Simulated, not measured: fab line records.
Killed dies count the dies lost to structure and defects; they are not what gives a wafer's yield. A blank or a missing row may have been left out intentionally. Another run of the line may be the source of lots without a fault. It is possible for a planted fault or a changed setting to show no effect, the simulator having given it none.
The tool behind it: which one? + flow n5_finfet + 72 wafers from 24 lots sampled at 3 of the route's 1938 steps

## WHAT EACH GAUGE READ, for each wafer
N5_BEOL_M14_THK_MEAS_50: measures by xrf.
| lot  | measured     | on            | M14_THK (nm) |
|------|--------------|---------------|--------------|
| L075 | day 13 01:43 | film_metro-01 | 539 542 540  |
| L074 | day 14 04:16 | film_metro-02 | 532 540 536  |
| L076 | day 14 10:13 | film_metro-02 | 543 530 528  |
| L077 | day 14 21:46 | film_metro-02 | 533 544 536  |
| L078 | day 14 22:13 | film_metro-01 | 550 543 554  |
| L083 | day 15 16:02 | film_metro-02 | 552 549 532  |
| L079 | day 15 20:00 | film_metro-02 | 531 530 544  |
| L081 | day 16 05:46 | film_metro-01 | 554 539 555  |
| L084 | day 16 17:10 | film_metro-01 | 538 563 552  |
| L082 | day 16 18:10 | film_metro-01 | 524 555 527  |
| L085 | day 17 02:07 | film_metro-01 | 545 540 534  |
| L080 | day 17 02:34 | film_metro-01 | 554 546 546  |
| L087 | day 17 08:28 | film_metro-01 | 542 536 546  |
| L090 | day 17 22:52 | film_metro-02 | 521 527 527  |
| L088 | day 17 23:49 | film_metro-01 | 541 542 512  |
| L086 | day 18 00:20 | film_metro-01 | 529 533 532  |
| L089 | day 18 01:14 | film_metro-01 | 552 546 554  |
| L093 | day 18 02:10 | film_metro-02 | 538 515 521  |
| L092 | day 18 02:10 | film_metro-01 | 533 534 549  |
| L091 | day 18 17:08 | film_metro-02 | 525 528 522  |
| L094 | day 18 21:36 | film_metro-01 | 557 558 540  |
| L095 | day 19 11:50 | film_metro-01 | 538 542 539  |
| L097 | day 19 12:07 | film_metro-01 | 540 543 539  |
| L096 | day 20 04:32 | film_metro-01 | 526 527 545  |

N5_BEOL_M15_CD_MEAS_10: the cd target is 360 nm.
| lot  | measured     | on        | cd_nm (nm)        |
|------|--------------|-----------|-------------------|
| L075 | day 13 02:35 | cd_sem-02 | 361.2 359.4 360.7 |
| L074 | day 14 05:01 | cd_sem-03 | 361.2 359.8 359.4 |
| L076 | day 14 10:58 | cd_sem-01 | 359.4 358.0 359.6 |
| L077 | day 14 22:31 | cd_sem-03 | 360.4 360.6 358.9 |
| L078 | day 14 23:06 | cd_sem-01 | 359.8 359.5 360.3 |
| L083 | day 15 16:47 | cd_sem-02 | 359.6 360.7 359.8 |
| L079 | day 15 20:53 | cd_sem-02 | 359.5 359.0 361.6 |
| L081 | day 16 06:32 | cd_sem-01 | 359.4 360.6 361.6 |
| L084 | day 16 18:02 | cd_sem-01 | 360.2 358.3 360.0 |
| L082 | day 16 19:02 | cd_sem-03 | 362.3 360.8 361.4 |
| L085 | day 17 03:06 | cd_sem-02 | 361.1 358.9 360.1 |
| L080 | day 17 03:25 | cd_sem-01 | 359.8 361.0 360.6 |
| L087 | day 17 09:13 | cd_sem-01 | 359.9 360.1 359.6 |
| L090 | day 17 23:36 | cd_sem-01 | 360.5 360.3 359.6 |
| L088 | day 18 00:41 | cd_sem-03 | 360.2 360.1 358.9 |
| L086 | day 18 01:13 | cd_sem-03 | 359.6 360.1 359.8 |
| L089 | day 18 02:07 | cd_sem-02 | 359.4 359.1 359.7 |
| L093 | day 18 03:10 | cd_sem-03 | 359.7 360.0 359.3 |
| L092 | day 18 02:55 | cd_sem-01 | 360.0 359.6 360.1 |
| L091 | day 18 18:00 | cd_sem-01 | 359.3 358.9 359.4 |
| L094 | day 18 22:21 | cd_sem-03 | 359.3 361.5 360.6 |
| L095 | day 19 12:45 | cd_sem-01 | 358.0 358.0 357.5 |
| L097 | day 19 13:01 | cd_sem-02 | 361.1 360.5 361.2 |
| L096 | day 20 05:25 | cd_sem-01 | 362.5 361.2 360.0 |

N5_BEOL_M15_OVL_MEAS_11.
| lot  | measured     | on         | V14_OVL (nm) |
|------|--------------|------------|--------------|
| L075 | day 13 02:37 | overlay-02 | -4 -2 -9     |
| L074 | day 14 05:02 | overlay-01 | -9 -5 -6     |
| L076 | day 14 10:59 | overlay-01 | 1 -3 6       |
| L077 | day 14 22:32 | overlay-01 | 5 16 1       |
| L078 | day 14 23:08 | overlay-02 | -2 -3 -6     |
| L083 | day 15 16:49 | overlay-02 | 1 -4 2       |
| L079 | day 15 20:55 | overlay-01 | -5 -3 1      |
| L081 | day 16 06:34 | overlay-02 | 0 -2 2       |
| L084 | day 16 18:04 | overlay-02 | -3 -2 3      |
| L082 | day 16 19:04 | overlay-01 | 3 -4 0       |
| L085 | day 17 03:07 | overlay-02 | 3 -1 4       |
| L080 | day 17 03:27 | overlay-01 | -7 -6 1      |
| L087 | day 17 09:14 | overlay-02 | -2 3 -2      |
| L090 | day 17 23:38 | overlay-01 | 1 8 7        |
| L088 | day 18 00:43 | overlay-02 | 7 7 11       |
| L086 | day 18 01:15 | overlay-02 | -28 -18 -19  |
| L089 | day 18 02:09 | overlay-02 | 2 6 3        |
| L093 | day 18 03:12 | overlay-01 | 4 -4 -3      |
| L092 | day 18 02:57 | overlay-02 | -6 -5 -3     |
| L091 | day 18 18:02 | overlay-02 | -6 3 -5      |
| L094 | day 18 22:23 | overlay-01 | -9 -12 -7    |
| L095 | day 19 12:47 | overlay-02 | -4 -1 -9     |
| L097 | day 19 13:02 | overlay-01 | 0 -11 -3     |
| L096 | day 20 05:26 | overlay-01 | 12 9 5       |

## WHAT TOOL EACH LOT RAN ON (gives the tool, then ch and the chambers of the sampled wafers, and finally the start)
The record holds no process step before these readings.

## AS READ BY THE TOOLS THEMSELVES (means over the sampled wafers that have a number; for cases with no such wafer, the mark the record gives instead)
The record holds no such reading with a usual standard deviation.

## THE ANSWER, worked out from the rows above alone
Rule: the lots themselves supply what counts as usual. Put in order of their means at a reading, lots are off if they are a third of the lots or fewer, leave a main group of 4 or more, and stand apart from it by a gap of 3 or more times the standard deviation of the main group's means; of several such gaps the widest counts. Not used: any main group whose means are identical at the precision the tables above print for the reading. Also off: a lot with no number at a reading for which 4 or more lots have one. The other lots that the step has rows for count as sound. First the gauges in route order, then the tools' own readings, where a lot's mean is used as printed above. At the first step where some lot is off, the reading lying furthest off is the one used; lots without a number count as furthest.
No lot is off at any reading shown: from this, nothing can be told.

## WHAT THE SIMULATOR PUT IN
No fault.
